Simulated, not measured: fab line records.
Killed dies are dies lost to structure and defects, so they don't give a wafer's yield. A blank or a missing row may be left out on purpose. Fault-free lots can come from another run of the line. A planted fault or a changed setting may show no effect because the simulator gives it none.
fab line records -- flow nand_harc
record lots=12, wafers=36, last_day=32
route steps=1302 shown P_CONTACT@242 P_M0@261
lots that met no fault: taken from a fault-free run of the same line
start_h: hours from the record's opening day to when the first of the lot's shown wafers began -- wait_h: hours from the lot's prior step to this one -- " as in the row above -- L1.1+2: a single row standing in for several wafers -- - either no value or no given start -- * or withheld: withheld -- < > ~ a bound
route shown NAME@n: a module of which the file shows steps, and the number in the route of the first -- usual: mean/standard deviation of fault-free wafers -- same: alike in all rows -- chamber/n: place in a boat -- sites: readings site by site -- _std_site: the standard deviation of these -- _edge_site: inner sites' mean taken away from outer sites' mean -- radius_mm: how far each site lies from the wafer's centre -- mask NAME#n: copy n -- behind: the last tool/chamber to shape the wafer -- hold: why the lot went on hold/how many hours it stayed there/how the hold came to an end -- device: which transistor (n, p or np) failed to switch -- end of line: at the end of the route, the tests of the same wafers -- where a step has no rows: the recipe by itself -- killed: not the wafer's yield, but the dies lost to structure and defects at the first sort -- map: a wafer's dies, marking killed ones x, the rest . and places with no die _
set.NAME: the setting as run; set.NAME@STEP: as run at that earlier step -- model.NAME: the simulator's own value behind a step, which no gauge read
one table for each step of the route and one row for each wafer, over a sample of lots
services: when a tool's chamber went out of use (start_h, in hours from the record's first day, below 0 if earlier), for how many hours, and the reason
## steps
# step NHARC_P_CONTACT_STRIP_28
# recipe o2_flow_sccm=500, ar_flow_sccm=0, bias_w=0, chemistry=O2
# usual drypump_motor_current_A=5.5/0.44, oes_product_au=1.002/0.0067, rf_vpp_V=57.9/0.84, showerhead_plenum_p_Torr=3.60/0.14, throttle_valve_pct=17.036/0.0094
lot.wafer,tool,chamber,start_h,wait_h,drypump_motor_current_A,oes_product_au,rf_hours_counter_h,rf_vpp_V,showerhead_plenum_p_Torr,throttle_valve_pct
L929.4,rie_diel-02,1,116.92,0.1,4.9,1.001,4.3,56.1,3.77,17.051
L929.1,rie_diel-02,2,116.92,0.1,5.7,0.999,3.1,55.8,3.38,17.038
L929.2,rie_diel-02,3,116.92,0.1,5.9,1.012,4.8,58.2,3.51,17.029
L930.3,rie_diel-02,3,128.25,0.1,5.9,1.000,4.9,57.3,3.51,17.025
L930.1,rie_diel-02,2,128.25,0.1,5.7,0.999,3.3,57.0,3.38,17.029
L930.6,rie_diel-02,0,128.25,0.1,5.2,0.999,-,59.5,3.65,17.031
L932.4,rie_diel-06,3,152.42,0.1,4.7,1.007,0.1,58.1,3.55,17.024
L932.6,rie_diel-06,2,152.42,0.1,5.5,1.003,-,57.4,3.32,17.028
L932.5,rie_diel-06,3,152.42,0.1,4.6,1.014,-,57.8,3.55,17.031
L934.1,rie_diel-06,1,168.41,0.1,5.9,0.986,0.4,57.1,3.57,17.047
L934.4,rie_diel-06,2,168.41,0.1,5.5,1.008,0.2,55.8,3.32,17.033
L934.6,rie_diel-06,2,168.41,0.1,5.5,1.002,-,57.6,3.32,17.031
L935.3,rie_diel-13,1,174.20,0.1,5.4,1.005,0.0,58.2,3.75,17.044
L935.2,rie_diel-13,0,174.20,0.1,6.0,1.012,0.0,58.6,3.59,17.054
L935.5,rie_diel-13,2,174.20,0.1,5.1,0.998,-,56.6,3.47,17.031
L936.3,rie_diel-06,0,187.59,0.1,6.2,1.009,1.1,58.5,3.73,17.034
L936.4,rie_diel-06,2,187.59,0.1,5.5,1.009,0.9,57.1,3.32,17.022
L936.2,rie_diel-06,3,187.59,0.1,4.6,1.004,1.0,57.4,3.55,17.034
L937.3,rie_diel-13,0,202.83,0.1,6.0,0.991,0.4,57.7,3.59,17.033
L937.4,rie_diel-13,2,202.83,0.1,5.1,1.002,0.9,57.9,3.47,17.029
L937.5,rie_diel-13,0,202.83,0.1,6.0,0.997,-,58.1,3.59,17.025
L944.2,rie_diel-06,1,266.10,0.1,6.0,1.000,4.6,56.7,3.57,17.024
L944.1,rie_diel-06,2,266.10,0.1,5.5,1.003,4.0,58.0,3.32,17.048
L944.6,rie_diel-06,0,266.10,0.1,6.2,0.993,-,58.1,3.73,17.034
L946.2,rie_diel-06,3,286.87,0.1,4.6,0.999,4.7,58.6,3.55,17.043
L946.1,rie_diel-06,1,286.87,0.1,6.0,1.004,5.3,59.7,3.57,17.036
L946.4,rie_diel-06,3,286.87,0.1,4.6,1.009,-,57.4,3.55,17.030
L949.4,rie_diel-02,2,317.59,0.1,5.7,1.003,4.6,57.1,3.38,17.031
L949.1,rie_diel-02,0,317.59,0.1,5.1,1.003,4.8,58.2,3.65,17.031
L949.5,rie_diel-02,2,317.59,0.1,5.7,1.006,-,57.5,3.38,17.024
L950.2,rie_diel-13,2,328.87,0.1,5.1,1.010,3.8,58.1,3.47,17.047
L950.4,rie_diel-13,3,328.87,0.1,5.8,0.995,3.7,56.7,3.74,17.039
L950.5,rie_diel-13,0,328.87,0.1,6.0,1.013,-,58.1,3.59,17.024
L951.2,rie_diel-13,1,341.23,0.1,5.4,1.020,3.9,58.8,3.75,17.054
L951.4,rie_diel-13,3,341.23,0.1,5.8,0.987,3.8,57.2,3.74,17.030
L951.6,rie_diel-13,1,341.23,0.1,5.4,0.999,-,57.9,3.75,17.041
# step NHARC_P_CONTACT_ALD_22
# recipe target_thk_a=30, pulse_time_s=1, ald_cycles=150, temp_c=450, material=TiN
# usual heater_power_w=1100/140, precursor_pulse_height_rel=1.000/0.022
lot.wafer,tool,chamber,start_h,wait_h,heater_power_w,precursor_pulse_height_rel
L929.4,ald_metal-03,2,117.80,-,1016,1.014
L929.1,ald_metal-03,3,117.80,-,1077,0.989
L929.2,ald_metal-03,1,117.80,-,984,0.955
L930.3,ald_metal-04,1,129.16,-,1443,1.023
L930.1,ald_metal-04,2,129.16,-,963,0.992
L930.6,ald_metal-04,2,129.16,-,931,1.002
L932.4,ald_metal-03,2,153.31,-,1008,1.005
L932.5,ald_metal-03,1,153.31,-,1018,1.021
L932.6,ald_metal-03,2,153.31,-,1007,1.011
L934.1,ald_metal-04,2,169.32,-,945,0.960
L934.4,ald_metal-04,3,169.32,-,1287,1.019
L934.6,ald_metal-04,1,169.32,-,1462,1.026
L935.3,ald_metal-03,2,175.12,-,1006,1.004
L935.2,ald_metal-03,3,175.12,-,1080,0.988
L935.5,ald_metal-03,2,175.12,-,1025,1.002
L936.4,ald_metal-01,3,188.56,-,1290,0.971
L936.2,ald_metal-01,0,188.56,-,871,1.038
L936.3,ald_metal-01,1,188.56,-,1021,1.010
L937.4,ald_metal-03,0,203.74,-,1217,1.033
L937.3,ald_metal-03,1,203.74,-,1019,1.037
L937.5,ald_metal-03,2,203.74,-,1003,1.025
L944.1,ald_metal-03,0,266.96,-,1154,0.982
L944.2,ald_metal-03,2,266.96,-,984,0.989
L944.6,ald_metal-03,1,266.96,-,1078,1.030
L946.4,ald_metal-03,0,287.78,-,1139,0.964
L946.2,ald_metal-03,1,287.78,-,1074,1.008
L946.1,ald_metal-03,2,287.78,-,986,1.039
L949.1,ald_metal-04,1,318.45,-,1402,1.015
L949.4,ald_metal-04,2,318.45,-,956,1.033
L949.5,ald_metal-04,2,318.45,-,948,1.003
L950.2,ald_metal-04,3,329.71,-,1205,1.015
L950.4,ald_metal-04,2,329.71,-,987,1.027
L950.5,ald_metal-04,0,329.71,-,1049,1.048
L951.2,ald_metal-01,0,342.10,-,878,1.022
L951.4,ald_metal-01,1,342.10,-,1023,1.019
L951.6,ald_metal-01,0,342.10,-,899,0.988
# step NHARC_P_CONTACT_CMP_24
# recipe t_overpolish_s=30, target_thk_nm=200
# usual motor_current_A=12.2/1, overpolish_run_s=29.999/0.0091, pad_life_wafers=187/120, time_to_endpoint_s=40.4/2.6
lot.wafer,tool,chamber,start_h,wait_h,motor_current_A,overpolish_run_s,pad_life_wafers,time_to_endpoint_s
L929.2,cmp-02,1,119.22,0.9,13.2,29.981,355,39.8
L929.1,cmp-02,2,119.22,0.9,14.7,30.001,356,39.3
L929.4,cmp-02,3,119.22,0.9,11.0,29.993,357,38.4
L930.3,cmp-01,2,130.05,0.4,10.9,29.989,157,40.2
L930.1,cmp-01,3,130.05,0.4,10.6,30.000,158,42.3
L930.6,cmp-01,2,130.05,0.4,10.6,30.018,-,42.7
L932.4,cmp-02,1,154.21,0.4,13.0,30.017,57,46.5
L932.5,cmp-02,2,154.21,0.4,13.9,29.997,-,45.0
L932.6,cmp-02,3,154.21,0.4,11.2,30.002,-,43.7
L934.4,cmp-02,3,170.13,0.4,11.9,30.006,102,41.9
L934.1,cmp-02,2,170.13,0.4,13.7,29.999,105,39.1
L934.6,cmp-02,0,170.13,0.4,14.2,29.990,-,39.6
L935.2,cmp-02,0,175.97,0.6,13.5,30.004,139,38.9
L935.3,cmp-02,1,175.97,0.6,13.9,29.994,140,40.2
L935.5,cmp-02,3,175.97,0.6,11.0,30.002,-,39.6
L936.2,cmp-03,2,189.69,0.6,11.6,30.007,97,38.4
L936.4,cmp-03,3,189.69,0.6,12.7,29.995,98,41.0
L936.3,cmp-03,0,189.69,0.6,12.3,30.009,99,39.4
L937.3,cmp-01,1,204.57,0.4,13.7,29.992,37,42.8
L937.4,cmp-01,2,204.57,0.4,10.8,30.002,38,38.8
L937.5,cmp-01,0,204.57,0.4,11.7,29.996,-,41.8
L944.2,cmp-03,0,267.81,0.5,12.3,30.006,12,40.1
L944.1,cmp-03,1,267.81,0.5,11.5,30.008,13,41.1
L944.6,cmp-03,1,267.81,0.5,11.8,30.001,-,41.9
L946.1,cmp-02,1,288.63,0.6,12.9,30.014,204,41.4
L946.2,cmp-02,2,288.63,0.6,14.4,29.989,205,39.0
L946.4,cmp-02,0,288.63,0.6,14.0,30.013,207,39.2
L949.4,cmp-03,0,319.30,0.4,12.3,29.997,210,37.2
L949.1,cmp-03,2,319.30,0.4,11.2,29.987,212,40.8
L949.5,cmp-03,0,319.30,0.4,11.8,30.012,-,34.5
L950.4,cmp-03,3,330.58,0.3,12.9,29.994,259,34.9
L950.2,cmp-03,0,330.58,0.3,12.6,30.009,260,35.8
L950.5,cmp-03,3,330.58,0.3,13.0,30.020,-,36.8
L951.2,cmp-01,3,342.95,0.5,11.1,30.010,228,34.9
L951.4,cmp-01,1,342.95,0.5,13.5,30.003,230,34.9
L951.6,cmp-01,0,342.95,0.5,12.9,30.001,-,39.1
# step NHARC_P_M0_PEB_07
# recipe peb_temp_c=100, peb_time_s=65
# usual heater_power_total_W=156.6/0.43
lot.wafer,tool,chamber,start_h,wait_h,heater_power_total_W
L929.1,litho_track-04,0,120.42,0.1,157.1
L929.2,litho_track-04,0,120.42,0.1,156.7
L929.4,litho_track-04,0,120.42,0.1,156.4
L930.1,litho_track-06,0,131.25,0.1,156.0
L930.3,litho_track-06,0,131.25,0.1,156.6
L930.6,litho_track-06,0,131.25,0.1,156.8
L932.4,litho_track-06,0,155.37,0.0,156.3
L932.5,litho_track-06,0,155.37,0.0,156.3
L932.6,litho_track-06,0,155.37,0.0,157.1
L934.1,litho_track-06,0,171.24,0.1,161.2
L934.4,litho_track-06,0,171.24,0.1,160.6
L934.6,litho_track-06,0,171.24,0.1,161.7
L935.2,litho_track-06,0,177.17,0.1,161.5
L935.3,litho_track-06,0,177.17,0.1,160.8
L935.5,litho_track-06,0,177.17,0.1,161.3
L936.2,litho_track-06,0,190.91,0.1,160.9
L936.3,litho_track-06,0,190.91,0.1,161.8
L936.4,litho_track-06,0,190.91,0.1,161.9
L937.3,litho_track-01,0,205.77,0.0,156.5
L937.4,litho_track-01,0,205.77,0.0,156.6
L937.5,litho_track-01,0,205.77,0.0,156.9
L944.1,litho_track-01,0,269.04,0.1,156.1
L944.2,litho_track-01,0,269.04,0.1,157.0
L944.6,litho_track-01,0,269.04,0.1,156.8
L946.1,litho_track-04,0,289.87,0.1,156.4
L946.2,litho_track-04,0,289.87,0.1,156.0
L946.4,litho_track-04,0,289.87,0.1,157.0
L949.1,litho_track-04,0,320.55,0.1,157.1
L949.4,litho_track-04,0,320.55,0.1,156.7
L949.5,litho_track-04,0,320.55,0.1,157.2
L950.2,litho_track-04,0,331.78,0.1,155.9
L950.4,litho_track-04,0,331.78,0.1,157.1
L950.5,litho_track-04,0,331.78,0.1,157.2
L951.2,litho_track-01,0,344.17,0.1,157.0
L951.4,litho_track-01,0,344.17,0.1,156.2
L951.6,litho_track-01,0,344.17,0.1,157.2
# step NHARC_P_M0_CD_MEAS_09
# recipe target_cd_nm=90, landing_energy_ev=500
# usual cd_nm=90.0/0.5
lot.wafer,tool,chamber,start_h,wait_h,cd_nm
L929.1,cd_sem-02,0,120.50,-,89.5
L929.2,cd_sem-02,0,120.50,-,89.1
L929.4,cd_sem-02,0,120.50,-,89.8
L930.1,cd_sem-03,0,131.34,-,90.4
L930.3,cd_sem-03,0,131.34,-,90.2
L930.6,cd_sem-03,0,131.34,-,90.3
L932.4,cd_sem-02,0,155.45,-,90.5
L932.5,cd_sem-02,0,155.45,-,90.9
L932.6,cd_sem-02,0,155.45,-,91.2
L934.1,cd_sem-01,0,171.32,-,88.4
L934.4,cd_sem-01,0,171.32,-,88.3
L934.6,cd_sem-01,0,171.32,-,88.7
L935.2,cd_sem-02,0,177.25,-,87.5
L935.3,cd_sem-02,0,177.25,-,87.6
L935.5,cd_sem-02,0,177.25,-,87.9
L936.2,cd_sem-02,0,190.99,-,88.0
L936.3,cd_sem-02,0,190.99,-,88.2
L936.4,cd_sem-02,0,190.99,-,88.5
L937.3,cd_sem-01,0,205.85,-,90.6
L937.4,cd_sem-01,0,205.85,-,89.4
L937.5,cd_sem-01,0,205.85,-,89.6
L944.1,cd_sem-03,0,269.12,-,90.1
L944.2,cd_sem-03,0,269.12,-,90.3
L944.6,cd_sem-03,0,269.12,-,89.2
L946.1,cd_sem-03,0,289.95,-,90.4
L946.2,cd_sem-03,0,289.95,-,89.3
L946.4,cd_sem-03,0,289.95,-,89.2
L949.1,cd_sem-02,0,320.63,-,89.8
L949.4,cd_sem-02,0,320.63,-,89.3
L949.5,cd_sem-02,0,320.63,-,89.9
L950.2,cd_sem-03,0,331.86,-,90.6
L950.4,cd_sem-03,0,331.86,-,90.5
L950.5,cd_sem-03,0,331.86,-,90.4
L951.2,cd_sem-01,0,344.25,-,90.3
L951.4,cd_sem-01,0,344.25,-,90.4
L951.6,cd_sem-01,0,344.25,-,90.4
## services
tool,chamber,start_h,hours,kind
ald_metal-04,-,118.00,10.0,pm
rie_diel-13,0,129.16,28.3,repair
rie_diel-06,-,130.21,9.0,pm
cmp-02,-,135.85,4.0,pm
ald_metal-03,-,144.63,4.9,repair
cmp-03,-,149.77,1.7,repair
rie_diel-06,2,153.21,13.1,repair
cmp-03,-,162.00,4.0,pm
rie_diel-13,-,165.00,9.0,pm
cmp-03,-,167.10,0.5,repair
ald_metal-04,2,169.53,11.2,repair
ald_metal-03,-,170.48,0.3,repair
litho_track-06,-,179.00,7.0,pm
rie_diel-13,0,185.99,8.2,repair
ald_metal-03,-,212.00,10.0,pm
cmp-02,-,233.85,4.0,pm
cmp-02,-,239.36,3.2,repair
ald_metal-03,-,251.10,1.1,repair
rie_diel-06,1,254.48,9.7,repair
rie_diel-06,2,276.16,15.3,repair
ald_metal-03,2,294.03,12.5,repair
rie_diel-06,-,307.21,9.0,pm
cmp-02,-,327.97,0.2,repair
cmp-02,-,331.85,4.0,pm
## key
first_sign step=NHARC_P_M0_PEB_07, reading=heater_power_total_W, direction=up, sigmas=11, usual=*, struck=*
effect step=NHARC_P_M0_CD_MEAS_09, reading=cd_nm, direction=down, sigmas=3.9, usual=90.0, struck=88.1, through=control_loop
met_at NHARC_P_M0_PEB_07
struck_lots L934,L935,L936
rows_end L934.1,L934.4,L934.6
loop_trim step=NHARC_P_M0_EXPOSE_06, setting=dose, lots=L936
not_acting_at NHARC_P_CONTACT_STRIP_28,NHARC_P_CONTACT_ALD_22,NHARC_P_CONTACT_CMP_24
onset_between 155.37 171.24
fault kind=process_parameter_drift, tool=litho_track-06, chamber=-, onset_h=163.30, steps=NHARC_P_M0_PEB_07, channel=peb_time_s, offset=*, shape=step, acts_in=*, stated=*
# rows_end: these wafers met a further fault down the route, and their rows from its step on are left out
# loop_trim: a control loop set the setting to another value than it would have without faults
